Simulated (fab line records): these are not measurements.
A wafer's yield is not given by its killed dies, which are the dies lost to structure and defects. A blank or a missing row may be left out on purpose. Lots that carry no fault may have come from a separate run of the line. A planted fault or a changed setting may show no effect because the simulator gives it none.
fab line records ; flow nand_harc
record lots=13; wafers=38; last_day=23
route steps=1159 shown P_BONDPAD@385 A_ZERO_WELL@412 A_ONON_D1@428 END@1159
lots untouched by any fault: they come from a run of this same line in which no faults occurred
start_h: start of the lot's first displayed wafer, in hours after the record's first day ; wait_h: hours since the lot's step before ; " identical to the entry in the row above ; L1.1+2: one row covering several wafers at once ; - either no value or no given start ; * or withheld: withheld ; < > ~ a bound
route shown NAME@n: NAME is a module with steps in the file, n the number in the route of the first one ; usual: mean and standard deviation over wafers with no fault ; same: alike in all rows ; chamber/n: place in a boat ; sites: readings site by site ; _std_site: the standard deviation of these ; _edge_site: outer sites' mean less inner sites' ; radius_mm: how far each site lies from the wafer's centre ; mask NAME#n: copy n ; behind: the last tool/chamber to shape the wafer ; hold: reason for holding the lot/hours on hold/outcome of the hold ; device: the n, p or np transistor that did not switch ; end of line: tests run on the same wafers once the route is complete ; for a step that has no rows: nothing shown but its recipe ; killed: count of dies lost to structure and defects at first sort (not the wafer's yield) ; map: dies across one wafer; x = killed, . = not, _ = none there
set.NAME: the run value of the setting; set.NAME@STEP: its run value at that earlier step ; model.NAME: the simulator's own value behind a step, which no gauge read
route steps across a sampled set of lots; one table per step, one row per wafer
services: the hour from which a tool's chamber was out of use, counted from the record's first day as start_h (under 0 if before that day), plus the number of hours and why
## steps
# step NHARC_P_BONDPAD_INSPECT_23
# usual raw_defect_count=335/120
lot.wafer;tool;chamber;start_h;wait_h;raw_defect_count
L666.2;defect_inspect-02;-;142.95;0.0;345
L666.5;defect_inspect-02;-;142.95;0.0;272
L666.6;defect_inspect-02;-;142.95;0.0;323
L665.2;defect_inspect-01;-;148.57;0.0;241
L665.3;defect_inspect-01;-;148.57;0.0;277
L665.4;defect_inspect-01;-;148.57;0.0;281
L667.2;defect_inspect-02;-;148.61;0.0;396
L667.3;defect_inspect-02;-;148.61;0.0;373
L667.5;defect_inspect-02;-;148.61;0.0;446
L668.2;defect_inspect-02;-;149.66;0.1;253
L668.4;defect_inspect-02;-;149.66;0.1;295
L668.6;defect_inspect-02;-;149.66;0.1;229
L669.2;defect_inspect-01;-;153.89;0.0;267
L669.3;defect_inspect-01;-;153.89;0.0;305
L669.4;defect_inspect-01;-;153.89;0.0;236
L670.1;defect_inspect-02;-;154.64;0.0;224
L670.3;defect_inspect-02;-;154.64;0.0;161
L670.5;defect_inspect-02;-;154.64;0.0;159
L674.1;defect_inspect-01;-;194.12;0.0;395
L674.6;defect_inspect-01;-;194.12;0.0;588
L680.1;defect_inspect-01;-;223.12;0.0;825
L680.3;defect_inspect-01;-;223.12;0.0;339
L680.6;defect_inspect-01;-;223.12;0.0;267
L681.3;defect_inspect-01;-;238.41;0.0;365
L681.4;defect_inspect-01;-;238.41;0.0;401
L681.6;defect_inspect-01;-;238.41;0.0;375
L682.3;defect_inspect-02;-;248.33;0.0;300
L682.5;defect_inspect-02;-;248.33;0.0;483
L682.6;defect_inspect-02;-;248.33;0.0;348
L683.3;defect_inspect-01;-;250.20;0.0;302
L683.5;defect_inspect-01;-;250.20;0.0;376
L683.6;defect_inspect-01;-;250.20;0.0;499
L686.2;defect_inspect-02;-;256.95;0.0;388
L686.3;defect_inspect-02;-;256.95;0.0;322
L686.6;defect_inspect-02;-;256.95;0.0;207
L687.1;defect_inspect-02;-;257.97;0.1;195
L687.2;defect_inspect-02;-;257.97;0.1;220
L687.3;defect_inspect-02;-;257.97;0.1;215
# step NHARC_A_ZERO_WELL_INSPECT_17
# usual raw_defect_count=10/5.5
lot.wafer;tool;chamber;start_h;wait_h;raw_defect_count
L666.2;defect_inspect-01;-;145.72;0.1;5
L666.5;defect_inspect-01;-;145.72;0.1;11
L666.6;defect_inspect-01;-;145.72;0.1;11
L665.2;defect_inspect-01;-;151.33;0.1;18
L665.3;defect_inspect-01;-;151.33;0.1;9
L665.4;defect_inspect-01;-;151.33;0.1;4
L667.2;defect_inspect-01;-;151.82;0.1;5
L667.3;defect_inspect-01;-;151.82;0.1;4
L667.5;defect_inspect-01;-;151.82;0.1;5
L668.2;defect_inspect-01;-;152.51;0.1;16
L668.4;defect_inspect-01;-;152.51;0.1;27
L668.6;defect_inspect-01;-;152.51;0.1;12
L669.2;defect_inspect-01;-;156.76;0.1;12
L669.3;defect_inspect-01;-;156.76;0.1;19
L669.4;defect_inspect-01;-;156.76;0.1;9
L670.1;defect_inspect-02;-;157.41;0.2;14
L670.3;defect_inspect-02;-;157.41;0.2;7
L670.5;defect_inspect-02;-;157.41;0.2;12
L674.1;defect_inspect-02;-;196.88;0.2;13
L674.6;defect_inspect-02;-;196.88;0.2;8
L680.1;defect_inspect-02;-;226.18;0.2;19
L680.3;defect_inspect-02;-;226.18;0.2;8
L680.6;defect_inspect-02;-;226.18;0.2;9
L681.3;defect_inspect-02;-;241.41;0.1;4
L681.4;defect_inspect-02;-;241.41;0.1;2
L681.6;defect_inspect-02;-;241.41;0.1;9
L682.3;defect_inspect-02;-;251.10;0.1;15
L682.5;defect_inspect-02;-;251.10;0.1;5
L682.6;defect_inspect-02;-;251.10;0.1;8
L683.3;defect_inspect-02;-;253.01;0.1;10
L683.5;defect_inspect-02;-;253.01;0.1;9
L683.6;defect_inspect-02;-;253.01;0.1;10
L686.2;defect_inspect-02;-;259.78;0.1;27
L686.3;defect_inspect-02;-;259.78;0.1;10
L686.6;defect_inspect-02;-;259.78;0.1;14
L687.1;defect_inspect-02;-;260.63;0.2;3
L687.2;defect_inspect-02;-;260.63;0.2;11
L687.3;defect_inspect-02;-;260.63;0.2;2
# step NHARC_A_ONON_D1_DEP_06
# recipe target_thk_a=10000; n2_flow_sccm=2750; n2o_flow_sccm=2000; nh3_flow_sccm=500; sih4_flow_sccm=210; temp_c=400
lot.wafer;tool;chamber;start_h;wait_h
L666.2+5+6;pecvd_onon-02;0;168.02;0.1
L667.2+3+5;pecvd_onon-02;0;173.68;0.1
L665.2+3+4;pecvd_onon-04;0;173.71;0.1
L668.2+4+6;pecvd_onon-03;0;173.71;0.1
L670.1+3+5;pecvd_onon-04;0;178.57;0.1
L669.2+3+4;pecvd_onon-02;0;178.63;0.1
L674.1+6;pecvd_onon-02;0;218.54;0.1
L680.1+3+6;pecvd_onon-02;0;248.08;0.1
L681.3+4+6;pecvd_onon-04;0;265.00;0.2
L683.3+5+6;pecvd_onon-04;0;273.64;0.2
L682.3+5+6;pecvd_onon-03;0;273.77;0.2
L687.1+2+3;pecvd_onon-03;0;281.36;0.1
L686.2+3+6;pecvd_onon-04;0;281.42;0.1
# step NHARC_A_ONON_D1_THK_MEAS_08
# recipe thk_meas_gauge=ellipsometry
# usual thk_nm=999/13
lot.wafer;tool;chamber;start_h;wait_h;thk_nm
L666.2;film_metro-02;-;168.48;-;986
L666.5;film_metro-02;-;168.48;-;984
L666.6;film_metro-02;-;168.48;-;983
L667.2;film_metro-02;-;174.13;-;984
L667.3;film_metro-02;-;174.13;-;986
L667.5;film_metro-02;-;174.13;-;984
L668.2;film_metro-02;-;174.16;-;1012
L668.4;film_metro-02;-;174.16;-;1009
L668.6;film_metro-02;-;174.16;-;1010
L665.2;film_metro-01;-;174.16;-;987
L665.3;film_metro-01;-;174.16;-;985
L665.4;film_metro-01;-;174.16;-;985
L669.2;film_metro-02;-;179.08;-;994
L669.3;film_metro-02;-;179.08;-;994
L669.4;film_metro-02;-;179.08;-;995
L670.1;film_metro-01;-;179.09;-;1001
L670.3;film_metro-01;-;179.09;-;998
L670.5;film_metro-01;-;179.09;-;1000
L674.1;film_metro-02;-;219.04;-;996
L674.6;film_metro-02;-;219.04;-;1357
L680.1;film_metro-01;-;248.58;-;1006
L680.3;film_metro-01;-;248.58;-;1362
L680.6;film_metro-01;-;248.58;-;1364
L681.3;film_metro-02;-;265.42;-;996
L681.4;film_metro-02;-;265.42;-;995
L681.6;film_metro-02;-;265.42;-;993
L683.3;film_metro-01;-;274.03;-;994
L683.5;film_metro-01;-;274.03;-;995
L683.6;film_metro-01;-;274.03;-;993
L682.3;film_metro-02;-;274.16;-;990
L682.5;film_metro-02;-;274.16;-;991
L682.6;film_metro-02;-;274.16;-;991
L687.1;film_metro-01;-;281.86;-;1017
L687.2;film_metro-01;-;281.86;-;1016
L687.3;film_metro-01;-;281.86;-;1017
L686.2;film_metro-02;-;281.88;-;993
L686.3;film_metro-02;-;281.88;-;996
L686.6;film_metro-02;-;281.88;-;995
# step NHARC_A_ONON_D1_THK_MEAS_21
# recipe thk_meas_gauge=ellipsometry
# usual thk_nm=1002/9.8
lot.wafer;tool;chamber;start_h;wait_h;thk_nm
L666.2;film_metro-01;-;177.27;-;996
L666.5;film_metro-01;-;177.27;-;995
L666.6;film_metro-01;-;177.27;-;996
L668.2;film_metro-01;-;183.89;-;985
L668.4;film_metro-01;-;183.89;-;986
L668.6;film_metro-01;-;183.89;-;985
L665.2;film_metro-02;-;183.89;-;1015
L665.3;film_metro-02;-;183.89;-;1014
L665.4;film_metro-02;-;183.89;-;1014
L667.2;film_metro-01;-;183.90;-;979
L667.3;film_metro-01;-;183.90;-;977
L667.5;film_metro-01;-;183.90;-;978
L670.1;film_metro-02;-;188.86;-;1002
L670.3;film_metro-02;-;188.86;-;1000
L670.5;film_metro-02;-;188.86;-;1004
L669.2;film_metro-02;-;188.91;-;1001
L669.3;film_metro-02;-;188.91;-;999
L669.4;film_metro-02;-;188.91;-;1001
L674.1;film_metro-01;-;228.85;-;988
L674.6;film_metro-01;-;228.85;-;991
L680.1;film_metro-01;-;257.40;-;990
L680.3;film_metro-01;-;257.40;-;992
L680.6;film_metro-01;-;257.40;-;992
L681.3;film_metro-01;-;276.29;-;1001
L681.4;film_metro-01;-;276.29;-;1000
L681.6;film_metro-01;-;276.29;-;1000
L683.3;film_metro-02;-;283.01;-;1004
L683.5;film_metro-02;-;283.01;-;1001
L683.6;film_metro-02;-;283.01;-;1004
L682.3;film_metro-02;-;283.04;-;1005
L682.5;film_metro-02;-;283.04;-;1004
L682.6;film_metro-02;-;283.04;-;1005
L687.1;film_metro-01;-;291.05;-;1005
L687.2;film_metro-01;-;291.05;-;1005
L687.3;film_metro-01;-;291.05;-;1002
L686.2;film_metro-02;-;291.05;-;1013
L686.3;film_metro-02;-;291.05;-;1013
L686.6;film_metro-02;-;291.05;-;1012
# step NHARC_END_SORT_01
# recipe temp_c=25
# usual killed_at_array=28/10; killed_at_other=0.6/0.85; killed_at_periphery=3.3/2.3; killed_dies=32/11; killed_open=3.3/1.5; killed_short=2.1/1.4
# same gross_dies=677
lot.wafer;tool;chamber;start_h;wait_h;killed_at_array;killed_at_other;killed_at_periphery;killed_dies;killed_open;killed_short
L680.3;prober-02;0;537.64;3.1;30;0;2;32;2;1
L686.2;prober-01;0;546.24;2.8;24;0;4;28;2;1
L686.3;prober-01;0;547.04;3.1;28;2;1;31;4;2
L686.6;prober-01;0;549.43;4.0;22;0;3;25;1;1
L681.3;prober-02;0;547.03;3.1;32;2;7;41;2;4
L681.4;prober-02;0;547.84;3.4;44;0;4;48;4;1
L681.6;prober-02;0;549.46;4.1;42;0;5;47;3;1
L683.3;prober-01;0;554.81;3.1;38;1;2;41;2;4
L683.5;prober-01;0;556.43;3.7;38;0;2;40;2;0
L683.6;prober-01;0;557.24;4.0;46;1;4;51;6;2
L682.3;prober-02;0;557.21;3.1;59;0;1;60;3;1
L682.5;prober-02;0;558.82;3.7;51;0;0;51;1;2
L682.6;prober-02;0;559.63;4.0;43;1;4;48;5;2
L687.1;prober-01;0;561.04;2.5;14;0;2;16;4;0
L687.2;prober-01;0;561.84;2.8;13;1;0;14;0;2
L687.3;prober-01;0;562.64;3.1;11;0;1;12;2;2
# killed by level:class
L680.3 A_SLIT:chamber_film_flake=12 A_CHANNEL_HOLE_D1:chamber_film_flake=7 A_BONDPAD:chamber_film_flake=5 A_CONTACT:chamber_film_flake=2 P_GATE:geometric_particle:short=1 A_SOURCE_PLATE:geometric_particle:open=1 A_CONTACT:geometric_particle:open=1 P_M1:chamber_film_flake=1
L686.2 A_CHANNEL_HOLE_D1:chamber_film_flake=19 P_ZERO_WELL:chamber_film_flake=2 A_CONTACT:chamber_film_flake=2 P_M0:geometric_particle:short=1 A_CHANNEL_HOLE_D1:geometric_particle:open=1 A_CONTACT:geometric_particle:open=1 P_BONDPAD:chamber_film_flake=1 A_ZERO_WELL:chamber_film_flake=1
L681.3 A_SLIT:chamber_film_flake=14 A_CHANNEL_HOLE_D1:chamber_film_flake=9 P_ZERO_WELL:chamber_film_flake=3 P_GATE:chamber_film_flake=3 A_BLC:geometric_particle:short=2 A_CONTACT:chamber_film_flake=2 THIN_TSV:chamber_film_flake=2 P_M0:geometric_particle:short=1
L686.3 A_CHANNEL_HOLE_D1:chamber_film_flake=22 A_CHANNEL_HOLE_D1:geometric_particle:open=1 A_SGD_CUT:geometric_particle:open=1 A_BLC:geometric_particle:open=1 A_M0:geometric_particle:open=1 A_M0:geometric_particle:short=1 P_ZERO_WELL:chamber_film_flake=1 STARTING-WAFER:geometric_particle:short=1
L681.4 A_SLIT:chamber_film_flake=22 A_CHANNEL_HOLE_D1:chamber_film_flake=11 A_CONTACT:chamber_film_flake=8 P_ZERO_WELL:chamber_film_flake=2 P_GATE:geometric_particle:short=1 P_M0:geometric_particle:open=1 A_ONON_D1:geometric_particle:open=1 A_CONTACT:geometric_particle:open=1
L686.6 A_CHANNEL_HOLE_D1:chamber_film_flake=17 A_CONTACT:chamber_film_flake=3 P_ZERO_WELL:chamber_film_flake=2 P_CONTACT:geometric_particle:open=1 A_M1:geometric_particle:short=1 A_STAIRCASE:chamber_film_flake=1
L681.6 A_SLIT:chamber_film_flake=19 A_CHANNEL_HOLE_D1:chamber_film_flake=13 A_CONTACT:chamber_film_flake=5 P_M0:geometric_particle:open=2 P_ZERO_WELL:chamber_film_flake=2 A_ZERO_WELL:chamber_film_flake=2 A_WL_FILL:geometric_particle:open=1 A_M1:geometric_particle:short=1
L683.3 A_SLIT:chamber_film_flake=15 A_CONTACT:chamber_film_flake=6 A_CHANNEL_HOLE_D1:chamber_film_flake=5 A_ZERO_WELL:chamber_film_flake=2 A_STAIRCASE:chamber_film_flake=2 A_WL_FILL:chamber_film_flake=2 A_BONDPAD:chamber_film_flake=2 P_GATE:geometric_particle:open=1
L683.5 A_SLIT:chamber_film_flake=15 A_CHANNEL_HOLE_D1:chamber_film_flake=6 A_CONTACT:chamber_film_flake=5 A_WL_FILL:chamber_film_flake=4 A_STAIRCASE:chamber_film_flake=3 A_ZERO_WELL:chamber_film_flake=2 A_BONDPAD:chamber_film_flake=2 P_CONTACT:geometric_particle:open=1
L682.3 A_CHANNEL_HOLE_D1:chamber_film_flake=22 A_SLIT:chamber_film_flake=20 A_STAIRCASE:chamber_film_flake=6 A_CONTACT:chamber_film_flake=6 A_ZERO_WELL:chamber_film_flake=2 P_M0:geometric_particle:open=1 A_ONON_D1:geometric_particle:open=1 A_SGD_CUT:geometric_particle:short=1
L683.6 A_SLIT:chamber_film_flake=16 A_CHANNEL_HOLE_D1:chamber_film_flake=12 A_CONTACT:chamber_film_flake=9 A_CHANNEL_FILL_D1:geometric_particle:open=3 A_ZERO_WELL:chamber_film_flake=2 P_STI:geometric_particle:open=1 P_M1:geometric_particle:open=1 A_WL_FILL:geometric_particle:short=1
L682.5 A_SLIT:chamber_film_flake=22 A_CHANNEL_HOLE_D1:chamber_film_flake=20 A_CONTACT:chamber_film_flake=4 A_STAIRCASE:chamber_film_flake=2 A_ONON_D1:geometric_particle:open=1 A_CHANNEL_FILL_D1:geometric_particle:short=1 A_M0:geometric_particle:short=1
L682.6 A_CHANNEL_HOLE_D1:chamber_film_flake=19 A_SLIT:chamber_film_flake=13 A_CONTACT:chamber_film_flake=3 P_CONTACT:geometric_particle:open=2 A_CHANNEL_FILL_D1:geometric_particle:short=2 A_ZERO_WELL:chamber_film_flake=2 A_CHANNEL_FILL_D1:geometric_particle:open=1 A_STAIRCASE:geometric_particle:open=1
L687.1 A_CHANNEL_HOLE_D1:chamber_film_flake=8 A_CONTACT:geometric_particle:open=2 A_STAIRCASE:chamber_film_flake=2 P_GATE:geometric_particle:open=1 A_SOURCE_PLATE:geometric_particle:open=1 P_ZERO_WELL:chamber_film_flake=1 A_SLIT:chamber_film_flake=1
L687.2 A_CHANNEL_HOLE_D1:chamber_film_flake=8 A_CONTACT:chamber_film_flake=3 A_CONTACT:geometric_particle:short=1 STARTING-WAFER:geometric_particle:short=1 A_STAIRCASE:chamber_film_flake=1
L687.3 A_CHANNEL_HOLE_D1:chamber_film_flake=8 P_CONTACT:geometric_particle:open=1 A_CONTACT:geometric_particle:open=1 A_CONTACT:geometric_particle:short=1 A_M0:geometric_particle:short=1
## services
tool;chamber;start_h;hours;kind
pecvd_onon-03;-;153.00;13.0;pm
pecvd_onon-04;-;237.04;13.0;pm
## key
first_sign step=NHARC_A_ONON_D1_THK_MEAS_08; reading=thk_nm; direction=up; sigmas=28; usual=999; struck=1361
effect none on later readings
met_at NHARC_A_ONON_D1_DEP_06
struck_lots L674,L680
struck_wafers L674.6,L680.3,L680.6
tester_left_out L674,L680
not_acting_at NHARC_P_BONDPAD_INSPECT_23,NHARC_A_ZERO_WELL_INSPECT_17,NHARC_A_ONON_D1_THK_MEAS_21
onset_between 178.63 218.54
fault kind=process_parameter_drift; tool=pecvd_onon-02; chamber=-; onset_h=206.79; steps=NHARC_A_ONON_D1_DEP_06; channel=target_thk_a; offset=*; shape=step; end_h=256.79; scope=struck_wafers_only; acts_in=*; stated=*
# tester_left_out: of these lots the tester's yield and bins aren't shown, on N5 and GAA mostly nor the transistor test; their killed dies are dies lost to structure and defects alone, not to doping, threshold or leakage, so they don't give the yield
